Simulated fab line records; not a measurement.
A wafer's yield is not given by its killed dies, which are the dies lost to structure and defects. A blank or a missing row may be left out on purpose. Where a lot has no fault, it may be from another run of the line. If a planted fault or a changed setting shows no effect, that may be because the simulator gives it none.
What tool caused it?	flow nand harc	72 wafers from 24 lots sampled at 6 of the route's 1302 steps

## WHAT THE GAUGES READ, wafer by wafer
No reading from a measuring or inspecting step in the record can be judged against a usual standard deviation.

## WHAT TOOL EACH LOT RAN ON (gives the tool, then ch and the chambers of the sampled wafers, and finally the start)
lot	NHARC_A_CHANNEL_HOLE_D1_ETCH_21	NHARC_A_CHANNEL_FILL_D1_ALD_15	NHARC_A_CHANNEL_HOLE_D2_ETCH_20	NHARC_A_CHANNEL_HOLE_D2_ETCH_22	NHARC_A_CHANNEL_FILL_D2_ALD_03	NHARC_A_CHANNEL_FILL_D2_ALD_14
L074	har etch-02 ch 0,1, day 8 08:46	ald sin batch-03 ch 0, day 13 02:09 or earlier	har etch-02 ch 0,1, day 13 02:09	har etch-02 ch 0,1, day 13 02:55	ald sin batch-03 ch 0, day 13 16:09 or earlier	ald hk-02 ch 1,2,3, day 13 16:09
L076	har etch-01 ch 0,1, day 9 00:56	ald sin batch-02 ch 0, day 13 20:07 or earlier	har etch-01 ch 0,1, day 13 20:07	har etch-01 ch 0,1, day 13 20:53	ald sin batch-01 ch 0, day 14 11:18 or earlier	ald hk-01 ch 1,2,3, day 14 11:18
L075	har etch-02 ch 0,1, day 9 02:56	ald sin batch-02 ch 0, day 13 16:56 or earlier	har etch-02 ch 0,1, day 13 16:56	har etch-02 ch 0,1, day 13 17:42	ald sin batch-03 ch 0, day 14 05:47 or earlier	ald hk-01 ch 1,2,3, day 14 05:47
L077	har etch-01 ch 0,1, day 9 16:10	ald sin batch-02 ch 0, day 14 03:56 or earlier	har etch-02 ch 0,1, day 14 03:56	har etch-02 ch 0,1, day 14 04:42	ald sin batch-02 ch 0, day 14 18:30 or earlier	ald hk-04 ch 0,2,3, day 14 18:30
L078	har etch-01 ch 0,1, day 10 00:37	ald sin batch-02 ch 0, day 14 16:28 or earlier	har etch-01 ch 1, day 14 16:28	har etch-01 ch 1, day 14 17:16	ald sin batch-01 ch 0, day 15 05:43 or earlier	ald hk-04 ch 1,3, day 15 05:43
L079	har etch-01 ch 0,1, day 10 11:28	ald sin batch-03 ch 0, day 15 03:13 or earlier	har etch-02 ch 0,1, day 15 03:13	har etch-02 ch 0,1, day 15 03:59	ald sin batch-01 ch 0, day 15 16:07 or earlier	ald hk-04 ch 1,2,3, day 15 16:07
L080	har etch-01 ch 0,1, day 10 20:23	ald sin batch-02 ch 0, day 15 14:03 or earlier	har etch-02 ch 1, day 15 14:03	har etch-02 ch 1, day 15 14:49	ald sin batch-02 ch 0, day 16 03:09 or earlier	ald hk-02 ch 0,3, day 16 03:09
L081	har etch-01 ch 0,1, day 11 14:40	ald sin batch-03 ch 0, day 16 05:42 or earlier	har etch-01 ch 0,1, day 16 05:42	har etch-01 ch 0,1, day 16 06:35	ald sin batch-03 ch 0, day 16 18:22 or earlier	ald hk-01 ch 0,1, day 16 18:22
L083	har etch-01 ch 0,1, day 12 04:04	ald sin batch-03 ch 0, day 16 18:33 or earlier	har etch-02 ch 0,1, day 16 18:33	har etch-02 ch 0,1, day 16 19:19	ald sin batch-01 ch 0, day 17 07:14 or earlier	ald hk-01 ch 0,1,3, day 17 07:14
L082	har etch-02 ch 0,1, day 12 06:07	ald sin batch-03 ch 0, day 16 18:30 or earlier	har etch-01 ch 0,1, day 16 18:30	har etch-01 ch 0,1, day 16 19:22	ald sin batch-01 ch 0, day 17 07:10 or earlier	ald hk-04 ch 1,2, day 17 07:10
L084	har etch-01 ch 0,1, day 12 19:38	ald sin batch-02 ch 0, day 17 18:17 or earlier	har etch-01 ch 0,1, day 17 18:17	har etch-01 ch 0,1, day 17 19:02	ald sin batch-02 ch 0, day 18 07:10 or earlier	ald hk-01 ch 0,1,2, day 18 07:10
L086	har etch-01 ch 0,1, day 13 08:02	ald sin batch-01 ch 0, day 18 01:45 or earlier	har etch-02 ch 0,1, day 18 01:45	har etch-02 ch 0,1, day 18 02:32	ald sin batch-01 ch 0, day 18 14:34 or earlier	ald hk-04 ch 0,1,3, day 18 14:34
L085	har etch-02 ch 0,1, day 13 08:59	ald sin batch-01 ch 0, day 17 21:35 or earlier	har etch-02 ch 0,1, day 17 21:35	har etch-02 ch 0,1, day 17 22:23	ald sin batch-01 ch 0, day 18 10:18 or earlier	ald hk-02 ch 2,3, day 18 10:18
L087	har etch-01 ch 0,1, day 13 16:31	ald sin batch-02 ch 0, day 17 22:33 or earlier	har etch-01 ch 0,1, day 17 22:33	har etch-01 ch 0,1, day 17 23:23	ald sin batch-01 ch 0, day 18 10:31 or earlier	ald hk-02 ch 1,2, day 18 10:31
L089	har etch-02 ch 0, day 14 11:31	ald sin batch-02 ch 0, day 18 20:18 or earlier	har etch-02 ch 0,1, day 18 20:18	har etch-02 ch 0,1, day 18 21:03	ald sin batch-03 ch 0, day 19 09:10 or earlier	ald hk-01 ch 1,2,3, day 19 09:10
L088	har etch-01 ch 0,1, day 14 12:32	ald sin batch-02 ch 0, day 18 20:33 or earlier	har etch-01 ch 0,1, day 18 20:33	har etch-01 ch 0,1, day 18 21:21	ald sin batch-03 ch 0, day 19 09:21 or earlier	ald hk-01 ch 0,3, day 19 09:21
L090	har etch-01 ch 0,1, day 15 04:34	ald sin batch-03 ch 0, day 19 22:35 or earlier	har etch-02 ch 0,1, day 19 22:35	har etch-02 ch 0,1, day 19 23:21	ald sin batch-01 ch 0, day 20 11:21 or earlier	ald hk-02 ch 0,2,3, day 20 11:21
L092	har etch-01 ch 1, day 15 21:54	ald sin batch-01 ch 0, day 20 12:19 or earlier	har etch-01 ch 0,1, day 20 12:19	har etch-01 ch 0,1, day 20 13:07	ald sin batch-02 ch 0, day 21 00:07 or earlier	ald hk-04 ch 0,2,3, day 21 00:07
L091	har etch-02 ch 0, day 15 22:09	ald sin batch-01 ch 0, day 20 11:15 or earlier	har etch-02 ch 1, day 20 11:15	har etch-02 ch 1, day 20 12:00	ald sin batch-02 ch 0, day 21 00:07 or earlier	ald hk-01 ch 0,1, day 21 00:07
L093	har etch-01 ch 0, day 16 14:28	ald sin batch-02 ch 0, day 21 02:05 or earlier	har etch-01 ch 0,1, day 21 02:05	har etch-01 ch 0,1, day 21 02:50	ald sin batch-01 ch 0, day 21 14:55 or earlier	ald hk-02 ch 0,2, day 21 14:55
L094	har etch-02 ch 0,1, day 16 14:43	ald sin batch-02 ch 0, day 21 03:56 or earlier	har etch-02 ch 0,1, day 21 03:56	har etch-02 ch 0,1, day 21 04:44	ald sin batch-01 ch 0, day 21 15:07 or earlier	ald hk-02 ch 0,1,2, day 21 15:07
L095	har etch-01 ch 0,1, day 17 05:25	ald sin batch-02 ch 0, day 21 23:30 or earlier	har etch-02 ch 0,1, day 21 23:30	har etch-02 ch 0,1, day 22 00:18	ald sin batch-03 ch 0, day 22 12:17 or earlier	ald hk-01 ch 0,2, day 22 12:17
L096	har etch-02 ch 0,1, day 17 16:02	ald sin batch-02 ch 0, day 22 03:18 or earlier	har etch-01 ch 0, day 22 03:18	har etch-01 ch 0, day 22 04:04	ald sin batch-02 ch 0, day 22 16:04 or earlier	ald hk-01 ch 0,1, day 22 16:04
L097	har etch-01 ch 0,1, day 18 11:40	ald sin batch-01 ch 0, day 23 00:40 or earlier	har etch-02 ch 0,1, day 23 00:40	har etch-02 ch 0,1, day 23 01:25	ald sin batch-01 ch 0, day 23 13:00 or earlier	ald hk-04 ch 0,3, day 23 13:00
- NHARC_A_CHANNEL_HOLE_D1_ETCH_21: etches the open film in C4F8/O2/Ar, time 514.3 s, target depth 1600 nm.
- NHARC_A_CHANNEL_FILL_D1_ALD_15: deposits SiNx, target thk 2 nm, pulse time 60 s, ald cycles 19.
- NHARC_A_CHANNEL_HOLE_D2_ETCH_20: etches the open film in C4F8/O2/Ar, time 361.9 s, target depth 1600 nm.
- NHARC_A_CHANNEL_HOLE_D2_ETCH_22: etches the open film in C4F8/O2/Ar, time 666.7 s, target depth 1600 nm.
- NHARC_A_CHANNEL_FILL_D2_ALD_03: deposits SiNx, target thk 6 nm, pulse time 60 s, ald cycles 58.
- NHARC_A_CHANNEL_FILL_D2_ALD_14: deposits SiO2, target thk 2.5 nm, pulse time 10 s, ald cycles 25.

## WHAT THE TOOLS THEMSELVES READ (means of the sampled wafers that have a number; where no wafer has one, the mark that the record gives instead)
NHARC_A_CHANNEL_HOLE_D1_ETCH_21.
lot	tool	drypump motor current A (A)	showerhead plenum p Torr (Torr)	throttle valve pct (%)
L074	har etch-02	5.73	3.48	32.159
L076	har etch-01	5.82	3.60	32.154
L075	har etch-02	5.75	3.47	32.159
L077	har etch-01	5.94	3.66	32.156
L078	har etch-01	5.83	3.59	32.159
L079	har etch-01	5.82	3.59	32.147
L080	har etch-01	5.92	3.65	32.156
L081	har etch-01	5.93	3.65	32.159
L083	har etch-01	5.84	3.58	32.156
L082	har etch-02	5.84	3.50	32.151
L084	har etch-01	5.83	3.57	32.150
L086	har etch-01	5.91	3.64	32.155
L085	har etch-02	5.83	3.49	32.157
L087	har etch-01	5.92	3.63	32.166
L089	har etch-02	5.92	3.52	32.154
L088	har etch-01	5.91	3.63	32.157
L090	har etch-01	5.79	3.55	32.148
L092	har etch-01	5.75	3.49	32.157
L091	har etch-02	5.92	3.51	32.155
L093	har etch-01	6.02	3.67	32.153
L094	har etch-02	5.76	3.78	32.153
L095	har etch-01	5.82	3.54	32.156
L096	har etch-02	5.84	3.93	32.151
L097	har etch-01	5.80	3.53	32.152

NHARC_A_CHANNEL_FILL_D1_ALD_15.
lot	tool	precursor pulse height rel
L074	ald sin batch-03	1.014
L076	ald sin batch-02	0.995
L075	ald sin batch-02	1.001
L077	ald sin batch-02	1.001
L078	ald sin batch-02	0.999
L079	ald sin batch-03	1.008
L080	ald sin batch-02	0.986
L081	ald sin batch-03	0.995
L083	ald sin batch-03	1.000
L082	ald sin batch-03	0.993
L084	ald sin batch-02	0.987
L086	ald sin batch-01	0.994
L085	ald sin batch-01	0.996
L087	ald sin batch-02	1.005
L089	ald sin batch-02	1.009
L088	ald sin batch-02	0.997
L090	ald sin batch-03	0.994
L092	ald sin batch-01	1.001
L091	ald sin batch-01	0.989
L093	ald sin batch-02	1.014
L094	ald sin batch-02	0.989
L095	ald sin batch-02	0.994
L096	ald sin batch-02	1.000
L097	ald sin batch-01	1.003

NHARC_A_CHANNEL_HOLE_D2_ETCH_20.
lot	tool	drypump motor current A (A)	showerhead plenum p Torr (Torr)	throttle valve pct (%)
L074	har etch-02	5.72	3.44	32.160
L076	har etch-01	5.93	3.63	32.154
L075	har etch-02	5.84	3.49	32.159
L077	har etch-02	5.81	3.48	32.149
L078	har etch-01	5.74	3.50	32.157
L079	har etch-02	5.75	3.79	32.146
L080	har etch-02	5.66	3.93	32.157
L081	har etch-01	5.82	3.55	32.153
L083	har etch-02	5.84	3.65	32.159
L082	har etch-01	5.82	3.54	32.155
L084	har etch-01	5.84	3.54	32.161
L086	har etch-02	5.81	3.92	32.148
L085	har etch-02	5.83	3.93	32.150
L087	har etch-01	5.81	3.53	32.156
L089	har etch-02	5.78	3.91	32.160
L088	har etch-01	5.83	3.53	32.145
L090	har etch-02	5.74	3.90	32.154
L092	har etch-01	5.93	3.58	32.161
L091	har etch-02	5.63	3.89	32.154
L093	har etch-01	5.94	3.57	32.159
L094	har etch-02	5.84	3.90	32.153
L095	har etch-02	5.85	3.89	32.158
L096	har etch-01	6.02	3.63	32.156
L097	har etch-02	5.76	3.88	32.146

NHARC_A_CHANNEL_HOLE_D2_ETCH_22.
lot	tool	drypump motor current A (A)	showerhead plenum p Torr (Torr)	throttle valve pct (%)
L074	har etch-02	5.76	3.44	32.154
L076	har etch-01	5.91	3.63	32.155
L075	har etch-02	5.84	3.48	32.161
L077	har etch-02	5.83	3.48	32.150
L078	har etch-01	5.72	3.50	32.156
L079	har etch-02	5.75	3.79	32.156
L080	har etch-02	5.65	3.93	32.160
L081	har etch-01	5.82	3.55	32.159
L083	har etch-02	5.85	3.64	32.152
L082	har etch-01	5.83	3.54	32.149
L084	har etch-01	5.81	3.54	32.164
L086	har etch-02	5.83	3.92	32.149
L085	har etch-02	5.83	3.93	32.155
L087	har etch-01	5.83	3.53	32.166
L089	har etch-02	5.74	3.91	32.154
L088	har etch-01	5.82	3.53	32.154
L090	har etch-02	5.74	3.90	32.157
L092	har etch-01	5.92	3.58	32.150
L091	har etch-02	5.65	3.89	32.156
L093	har etch-01	5.91	3.57	32.150
L094	har etch-02	5.83	3.90	32.153
L095	har etch-02	5.86	3.89	32.156
L096	har etch-01	6.02	3.63	32.153
L097	har etch-02	5.73	3.88	32.155

NHARC_A_CHANNEL_FILL_D2_ALD_03.
lot	tool	precursor pulse height rel
L074	ald sin batch-03	0.999
L076	ald sin batch-01	0.991
L075	ald sin batch-03	0.988
L077	ald sin batch-02	0.981
L078	ald sin batch-01	0.989
L079	ald sin batch-01	1.001
L080	ald sin batch-02	0.992
L081	ald sin batch-03	1.019
L083	ald sin batch-01	0.994
L082	ald sin batch-01	1.006
L084	ald sin batch-02	0.996
L086	ald sin batch-01	1.021
L085	ald sin batch-01	1.001
L087	ald sin batch-01	1.016
L089	ald sin batch-03	1.000
L088	ald sin batch-03	0.979
L090	ald sin batch-01	1.001
L092	ald sin batch-02	1.002
L091	ald sin batch-02	1.020
L093	ald sin batch-01	1.010
L094	ald sin batch-01	0.994
L095	ald sin batch-03	1.003
L096	ald sin batch-02	0.994
L097	ald sin batch-01	1.028

NHARC_A_CHANNEL_FILL_D2_ALD_14.
lot	tool	heater power w (W)	precursor pulse height rel
L074	ald hk-02	491	1.011
L076	ald hk-01	477	1.005
L075	ald hk-01	473	1.005
L077	ald hk-04	454	1.009
L078	ald hk-04	462	1.008
L079	ald hk-04	466	0.982
L080	ald hk-02	458	1.023
L081	ald hk-01	439	1.010
L083	ald hk-01	464	1.017
L082	ald hk-04	488	1.013
L084	ald hk-01	461	1.013
L086	ald hk-04	483	1.003
L085	ald hk-02	437	0.988
L087	ald hk-02	516	0.985
L089	ald hk-01	477	0.992
L088	ald hk-01	399	0.998
L090	ald hk-02	472	1.004
L092	ald hk-04	454	1.019
L091	ald hk-01	510	1.011
L093	ald hk-02	511	0.976
L094	ald hk-02	515	1.005
L095	ald hk-01	443	1.009
L096	ald hk-01	496	1.005
L097	ald hk-04	468	1.022

## THE ANSWER, worked out from the rows above alone
Rule: usual is defined by the lots themselves. The widest of any qualifying gaps counts: lots, ordered by their means at a reading, are off when they make up no more than a third of the lots, leave a main group of 4 or more, and stand apart from it by 3 or more times the standard deviation of that group's means. If all means in a main group match to the digits the tables above print for the reading, that group is not used. A lot without any number at a reading at which 4 lots or more have one is off too. Where the step has rows for the other lots, those lots are counted as sound. After the gauges, taken in route order, come the tools' own readings; for these a lot's mean is taken, as printed above. At the first step where some lot is off, the reading lying furthest off is the one used; lots without a number count as furthest.
Across all readings shown, no lot is off: no conclusion can be drawn from this.

## WHAT THE SIMULATOR HAD PUT IN
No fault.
